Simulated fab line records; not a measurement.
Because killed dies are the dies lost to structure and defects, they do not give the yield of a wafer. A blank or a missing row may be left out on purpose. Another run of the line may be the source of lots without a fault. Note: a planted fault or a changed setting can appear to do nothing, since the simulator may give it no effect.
The tool behind it: which one? + flow n5 finfet + 72 wafers from 24 lots sampled at 3 of the route's 1938 steps

WHAT THE GAUGES SHOWED, per wafer
N5_BEOL_M4_RS_MEAS_58: a four-point-probe measurement.
| lot  | measured     | on            | M4_RS (ohm/sq) |
|------|--------------|---------------|----------------|
| L074 | day 7 14:36  | film metro-02 | 0.67 0.64 0.70 |
| L075 | day 7 23:01  | film metro-01 | 0.63 0.68 0.64 |
| L076 | day 8 05:26  | film metro-01 | 0.69 0.64 0.64 |
| L077 | day 8 07:10  | film metro-02 | 0.72 0.70 0.73 |
| L078 | day 8 10:07  | film metro-01 | 0.67 0.66 0.65 |
| L079 | day 8 20:35  | film metro-01 | 0.69 0.70 0.69 |
| L080 | day 9 04:16  | film metro-02 | 0.72 0.63 0.63 |
| L081 | day 9 19:25  | film metro-02 | 0.69 0.70 0.69 |
| L082 | day 10 02:48 | film metro-01 | 0.73 0.71 0.68 |
| L083 | day 10 17:25 | film metro-01 | 0.71 0.70 0.74 |
| L084 | day 10 21:34 | film metro-02 | 0.63 0.62 0.67 |
| L085 | day 11 00:05 | film metro-01 | 0.70 0.65 0.66 |
| L086 | day 11 04:04 | film metro-02 | 0.69 0.73 0.69 |
| L088 | day 11 04:51 | film metro-01 | 0.70 0.66 0.62 |
| L087 | day 11 07:46 | film metro-01 | 0.70 0.67 0.67 |
| L089 | day 11 10:52 | film metro-02 | 0.64 0.66 0.65 |
| L090 | day 11 13:36 | film metro-02 | 0.67 0.66 0.66 |
| L091 | day 12 12:53 | film metro-01 | 0.67 0.70 0.63 |
| L092 | day 12 17:04 | film metro-01 | 0.68 0.71 0.67 |
| L094 | day 12 19:56 | film metro-02 | 0.64 0.66 0.67 |
| L093 | day 12 23:45 | film metro-01 | 0.70 0.60 0.63 |
| L095 | day 13 14:08 | film metro-01 | 0.67 0.68 0.68 |
| L096 | day 13 15:34 | film metro-02 | 0.66 0.65 0.68 |
| L097 | day 13 17:44 | film metro-01 | 0.68 0.65 0.67 |

TOOL THAT RAN EACH LOT (tool first, then ch and the chambers of the sampled wafers, then the start)
| lot  | N5_BEOL_M4_SPUTTER_92        | N5_BEOL_M4_CMP_52             |
|------|------------------------------|-------------------------------|
| L074 | pvd sputter-01, day 7 13:05  | cmp-04 ch 0,1,2, day 7 14:01  |
| L075 | pvd sputter-01, day 7 21:31  | cmp-02 ch 0,2,3, day 7 22:32  |
| L076 | pvd sputter-03, day 8 03:38  | cmp-02 ch 0,1,3, day 8 04:49  |
| L077 | pvd sputter-01, day 8 05:38  | cmp-04 ch 0,2,3, day 8 06:34  |
| L078 | pvd sputter-01, day 8 08:38  | cmp-01 ch 1,2,3, day 8 09:36  |
| L079 | pvd sputter-02, day 8 19:06  | cmp-04 ch 1,3, day 8 20:04    |
| L080 | pvd sputter-03, day 9 02:47  | cmp-04 ch 0,2,3, day 9 03:43  |
| L081 | pvd sputter-01, day 9 17:53  | cmp-01 ch 0,1,3, day 9 18:49  |
| L082 | pvd sputter-02, day 10 01:17 | cmp-04 ch 0,1,2, day 10 02:13 |
| L083 | pvd sputter-03, day 10 15:50 | cmp-04 ch 1,2,3, day 10 16:51 |
| L084 | pvd sputter-03, day 10 20:04 | cmp-02 ch 1,2,3, day 10 21:02 |
| L085 | pvd sputter-03, day 10 22:35 | cmp-02 ch 0,1,2, day 10 23:34 |
| L086 | pvd sputter-02, day 11 02:34 | cmp-04 ch 0,1,3, day 11 03:31 |
| L088 | pvd sputter-01, day 11 03:14 | cmp-02 ch 1,2, day 11 04:13   |
| L087 | pvd sputter-02, day 11 06:10 | cmp-01 ch 0,1,3, day 11 07:13 |
| L089 | pvd sputter-03, day 11 09:22 | cmp-01 ch 1,2, day 11 10:20   |
| L090 | pvd sputter-03, day 11 11:35 | cmp-01 ch 1,2, day 11 12:38   |
| L091 | pvd sputter-02, day 12 11:08 | cmp-02 ch 0,1,3, day 12 12:07 |
| L092 | pvd sputter-03, day 12 15:34 | cmp-04 ch 0,1, day 12 16:30   |
| L094 | pvd sputter-03, day 12 18:25 | cmp-02 ch 0,1,3, day 12 19:25 |
| L093 | pvd sputter-02, day 12 20:49 | cmp-01 ch 1,2, day 12 23:14   |
| L095 | pvd sputter-03, day 13 12:23 | cmp-02 ch 0,2,3, day 13 13:35 |
| L096 | pvd sputter-02, day 13 13:49 | cmp-02 ch 0,2,3, day 13 15:01 |
| L097 | pvd sputter-02, day 13 15:39 | cmp-02 ch 2,3, day 13 17:13   |
- N5_BEOL_M4_SPUTTER_92: material Cu, target thk 4.5 nm, time 8.29 s.
- N5_BEOL_M4_CMP_52: polishes, stops on SiOC, t overpolish 6.8 s, target thk 40 nm.

AS READ BY THE TOOLS THEMSELVES (means over the sampled wafers that have a number; for cases with no such wafer, the mark the record gives instead)
N5_BEOL_M4_SPUTTER_92.
| lot  | tool           | chuck gas flow sccm (sccm) | throttle valve pct (%) |
|------|----------------|----------------------------|------------------------|
| L074 | pvd sputter-01 | 1.24                       | 30.1                   |
| L075 | pvd sputter-01 | 1.25                       | 30.0                   |
| L076 | pvd sputter-03 | 1.25                       | 29.7                   |
| L077 | pvd sputter-01 | 1.28                       | 30.2                   |
| L078 | pvd sputter-01 | 1.29                       | 30.9                   |
| L079 | pvd sputter-02 | 1.27                       | 29.4                   |
| L080 | pvd sputter-03 | 1.27                       | 30.7                   |
| L081 | pvd sputter-01 | 1.24                       | 31.0                   |
| L082 | pvd sputter-02 | 1.28                       | 29.7                   |
| L083 | pvd sputter-03 | 1.21                       | 30.2                   |
| L084 | pvd sputter-03 | 1.26                       | 28.6                   |
| L085 | pvd sputter-03 | 1.33                       | 30.4                   |
| L086 | pvd sputter-02 | 1.28                       | 29.7                   |
| L088 | pvd sputter-01 | 1.31                       | 30.4                   |
| L087 | pvd sputter-02 | 1.26                       | 30.1                   |
| L089 | pvd sputter-03 | 1.26                       | 30.1                   |
| L090 | pvd sputter-03 | 1.24                       | 28.9                   |
| L091 | pvd sputter-02 | 1.28                       | 29.6                   |
| L092 | pvd sputter-03 | 1.23                       | 29.5                   |
| L094 | pvd sputter-03 | 1.26                       | 28.9                   |
| L093 | pvd sputter-02 | 1.26                       | 30.6                   |
| L095 | pvd sputter-03 | 1.26                       | 29.6                   |
| L096 | pvd sputter-02 | 1.24                       | 30.1                   |
| L097 | pvd sputter-02 | 1.25                       | 29.2                   |

N5_BEOL_M4_CMP_52.
| lot  | tool   | barrier field endpoint s (s) | motor current A (A) | overpolish run s (s) | pad life wafers | time to endpoint s (s) |
|------|--------|------------------------------|---------------------|----------------------|-----------------|------------------------|
| L074 | cmp-04 | 24.8                         | 6.2                 | 6.803                | 1669            | 64                     |
| L075 | cmp-02 | 23.4                         | 5.8                 | 6.808                | 1454            | 63                     |
| L076 | cmp-02 | 24.5                         | 5.8                 | 6.802                | 1507            | 63                     |
| L077 | cmp-04 | 24.1                         | 5.7                 | 6.807                | 1789            | 59                     |
| L078 | cmp-01 | 24.4                         | 5.9                 | 6.796                | 440             | 62                     |
| L079 | cmp-04 | 23.9                         | 6.1                 | 6.799                | 1880            | 61                     |
| L080 | cmp-04 | 23.2                         | 5.7                 | 6.795                | 1915            | 59                     |
| L081 | cmp-01 | 23.9                         | 5.7                 | 6.798                | 685             | 60                     |
| L082 | cmp-04 | 24.1                         | 5.9                 | 6.799                | 49              | 57                     |
| L083 | cmp-04 | 24.5                         | 6.0                 | 6.798                | 157             | 59                     |
| L084 | cmp-02 | 24.6                         | 5.8                 | 6.806                | 2036            | 68                     |
| L085 | cmp-02 | 25.2                         | 5.5                 | 6.804                | 2072            | 66                     |
| L086 | cmp-04 | 24.3                         | 6.1                 | 6.793                | 266             | 62                     |
| L088 | cmp-02 | 25.0                         | 5.7                 | 6.803                | 2108            | 64                     |
| L087 | cmp-01 | 24.9                         | 5.8                 | 6.797                | 985             | 61                     |
| L089 | cmp-01 | 25.2                         | 5.7                 | 6.801                | 1015            | 64                     |
| L090 | cmp-01 | 24.9                         | 5.7                 | 6.798                | 1028            | 64                     |
| L091 | cmp-02 | 23.9                         | 5.7                 | 6.796                | 169             | 60                     |
| L092 | cmp-04 | 24.6                         | 6.5                 | 6.798                | 494             | 63                     |
| L094 | cmp-02 | 24.3                         | 5.8                 | 6.800                | 230             | 59                     |
| L093 | cmp-01 | 25.1                         | 5.8                 | 6.797                | 1328            | 65                     |
| L095 | cmp-02 | 24.7                         | 6.0                 | 6.796                | 355             | 61                     |
| L096 | cmp-02 | 23.6                         | 5.9                 | 6.806                | 361             | 56                     |
| L097 | cmp-02 | 24.8                         | 6.1                 | 6.799                | 380             | 65                     |

THE ANSWER, worked out from the rows above alone
Rule: the usual values come from the lots themselves. The widest of any qualifying gaps counts: lots, ordered by their means at a reading, are off when they make up no more than a third of the lots, leave a main group of 4 or more, and stand apart from it by 3 or more times the standard deviation of that group's means. A main group is skipped when, at the precision printed for the reading in the tables above, its means are all equal. Also off: a lot with no number at a reading for which 4 or more lots have one. All remaining lots with rows at the step are treated as sound. The gauges are gone through in route order, then the tools' own readings, and for those a lot's mean is taken as printed above. The first step at which some lot is off is used, and at that step the reading that is off furthest; a lot without a number counts as furthest.
No lot is off on any of the readings shown, so nothing can be concluded from this.

WHAT THE SIMULATOR HAD INSERTED
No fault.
